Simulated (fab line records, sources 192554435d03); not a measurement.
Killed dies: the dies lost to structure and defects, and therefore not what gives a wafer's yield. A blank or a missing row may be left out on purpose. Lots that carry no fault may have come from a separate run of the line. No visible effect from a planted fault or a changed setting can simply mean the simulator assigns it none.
Split-lot study    flow n5Finfet    7 lots, 21 wafers read, on a route of 1938 steps

SPLIT DETAILS
At N5_ZERO_LAYER_COAT_05 (resist thk 1000 nm), the setting spinRpm was moved away from the recipe's 1500 rpm on 9 of the 21 wafers read, by -7.5% to +7.3%. The other wafers ran this setting at the recipe's value.

FROM THE SPLIT TO THE READING: what the file shows between them, 6 steps
- N5_ZERO_LAYER_EXPOSE_08: exposes mask ZERO, defocus 0 nm, target cd 2000 nm (also split here: doseMj)
- N5_ZERO_LAYER_PEB_09
- N5_ZERO_LAYER_DEVELOP_10: develop time 60 s
- N5_ZERO_LAYER_HARDBAKE_23: time 120 s
- N5_ZERO_LAYER_CD_MEAS_11: target cd 2000 nm
- N5_ZERO_LAYER_DESCUM_16: chemistry O2, time 7.9 s

THE READING
coat_of_ZERO_LAYER_COAT_05.thkNm (the simulator's own value, which no gauge read), in nm, at N5_ZERO_LAYER_ETCH_17 (etches SiO2 in CF4, target depth 12 nm, time 13.3 s). The file gives no usual value for it. Average 968.6 nm, standard deviation 2.6 nm, over the 12 wafers here run with the recipe.

wafer   tool, chamber at the split  spinRpm as run, rpm  against the recipe  coat_of_ZERO_LAYER_COAT_05.thkNm, nm  against lot-mates on the recipe
L075.1  lithoTrack-01, 0            1500                 recipe              968.4                                 -
L075.5  lithoTrack-01, 0            1422                 -5.2%               992.5                                 +24.1
L075.6  lithoTrack-01, 0            1422                 -5.2%               998.6                                 +30.2
L077.3  lithoTrack-02, 0            1500                 recipe              965.8                                 -
L077.5  lithoTrack-02, 0            1456                 -2.9%               981.8                                 +16.0
L077.6  lithoTrack-02, 0            1456                 -2.9%               988.2                                 +22.4
L080.1  lithoTrack-05, 0            1500                 recipe              971.9                                 -
L080.5  lithoTrack-05, 0            1500                 recipe              967.1                                 -
L080.6  lithoTrack-05, 0            1500                 recipe              968.9                                 -
L084.2  lithoTrack-01, 0            1610                 +7.3%               931.2                                 -34.2
L084.3  lithoTrack-01, 0            1610                 +7.3%               930.9                                 -34.5
L084.5  lithoTrack-01, 0            1500                 recipe              965.4                                 -
L085.1  lithoTrack-05, 0            1387                 -7.5%               1012                                  +41.1
L085.2  lithoTrack-05, 0            1387                 -7.5%               1011                                  +40.1
L085.6  lithoTrack-05, 0            1500                 recipe              970.9                                 -
L089.3  lithoTrack-02, 0            1500                 recipe              971                                   -
L089.5  lithoTrack-02, 0            1500                 recipe              973.7                                 -
L089.6  lithoTrack-02, 0            1608                 +7.2%               936.7                                 -35.6
L097.1  lithoTrack-02, 0            1500                 recipe              965.8                                 -
L097.2  lithoTrack-02, 0            1500                 recipe              967.6                                 -
L097.6  lithoTrack-02, 0            1500                 recipe              967                                   -

FIT RESULTS
A straight line over all 21 wafers: coat_of_ZERO_LAYER_COAT_05.thkNm changes by -5.22 nm for each +1% of spinRpm; r = -0.99; the points scatter about the line by 3 nm.
The same after taking each lot's own level away (the mean of its wafers on the recipe; 21 wafers): -5.11 nm for each +1%; r = -0.99; scatter 2.3 nm.
According to that fit, moving spinRpm by its largest amount changes the reading by 38 nm.
Across the lots, their own levels run from 965.40 to 972.35 nm, a range of 2.7 times the standard deviation given above.
So the lot-to-lot level changes the slope little: the two slopes agree.
Check: with one of the wafers moved furthest among these (-7.5%) left out of the fit, the line predicts +39.1 nm for it against its lot-mates. It came out at +41.1 nm against them.

OTHER SPLITS ON THESE WAFERS
Other splits were also applied to these wafers ahead of the reading. Each is held against what the fit with the lots' levels taken away leaves over:
other split on the same wafers  wafers away from the commonest value  r with coat_of_ZERO_LAYER_COAT_05.thkNm (lot level and that fit taken away)
N5_ZERO_LAYER_EXPOSE_08 doseMj  5                                     +0.15

THE WHOLE CHAIN: every reading that the file lists as answering this split, in the file's order
step                    what it does                                         reading                                                                            change (the file's fit)               r (the file's)
N5_ZERO_LAYER_COAT_05   resist thk 1000 nm                                   coat_of_ZERO_LAYER_COAT_05.thkNm (the simulator's own value, which no gauge read)  -5.17 nm for each +1% of the setting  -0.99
N5_ZERO_LAYER_ETCH_17   etches SiO2 in CF4, target depth 12 nm, time 13.3 s  coat_of_ZERO_LAYER_COAT_05.thkNm (the simulator's own value, which no gauge read)  -5.12 nm for each +1% of the setting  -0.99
N5_ZERO_LAYER_STRIP_24  strips in O2                                         stripTimeToEndpointS                                                               withheld for each +1% of the setting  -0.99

THE FILE'S OWN FIT
coat_of_ZERO_LAYER_COAT_05.thkNm changes by -5.12 nm for each +1% of spinRpm, r = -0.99.
